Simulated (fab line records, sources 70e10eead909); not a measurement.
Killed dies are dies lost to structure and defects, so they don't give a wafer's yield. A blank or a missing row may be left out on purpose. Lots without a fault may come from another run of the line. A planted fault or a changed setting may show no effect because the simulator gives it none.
Chamber matching | flow nand_harc | NHARC_A_SLIT_DEP_23 on pecvd-02: 3 sister chambers
The step deposits SiON, target thk 100 nm. 6 wafers are shown with their chamber, then 9 later ones without.

WAFERS WITH THEIR CHAMBER
wafer  | chamber | heater_power_w (W) | susceptor_temp_C (C)
L074.3 | 1       | 726                | 399.91
L074.5 | 1       | 739                | 400.00
L082.4 | 0       | 852                | 400.48
L083.1 | 0       | 903                | 400.36
L083.2 | 2       | 815                | 399.93
L083.6 | 2       | 820                | 399.74

WAFERS WITHOUT THEIR CHAMBER
wafer  | heater_power_w (W) | susceptor_temp_C (C)
L086.1 | 889                | 400.06
L086.2 | 929                | 400.12
L086.6 | 751                | 400.22
L088.3 | 850                | 400.03
L088.4 | 789                | 399.82
L088.5 | 705                | 399.99
L094.1 | 835                | 400.35
L094.2 | 907                | 400.37
L094.6 | 759                | 400.15

WHICH CHAMBER EACH WENT THROUGH
wafer  | from the rows above     | in truth
L086.1 | can't be placed: 0 or 2 | 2
L086.2 | 0                       | 0
L086.6 | 1                       | 1
L088.3 | can't be placed: 2 or 0 | 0
L088.4 | can't be placed: 2 or 1 | 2
L088.5 | 1                       | 1
L094.1 | 0                       | 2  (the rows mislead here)
L094.2 | 0                       | 0
L094.6 | can't be placed: 1 or 2 | 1
Placed correctly: 4 of 9. Can't be placed from these rows: 4 (the true chamber is among the candidates in 4). Placed wrongly: 1.
How it was worked out, from the rows above alone: a wafer's distance from a chamber is the root of the sum, over the readings, of the square of ((its reading less the chamber's mean) divided by the reading's scatter). The wafer belongs to the nearest chamber; if the next one is less than 2 further off, it can't be placed. A chamber's mean is the mean of its shown wafers. The scatter: the root of (the sum of the squares of (reading less its chamber's mean) over the shown wafers, divided by (wafers less chambers)).
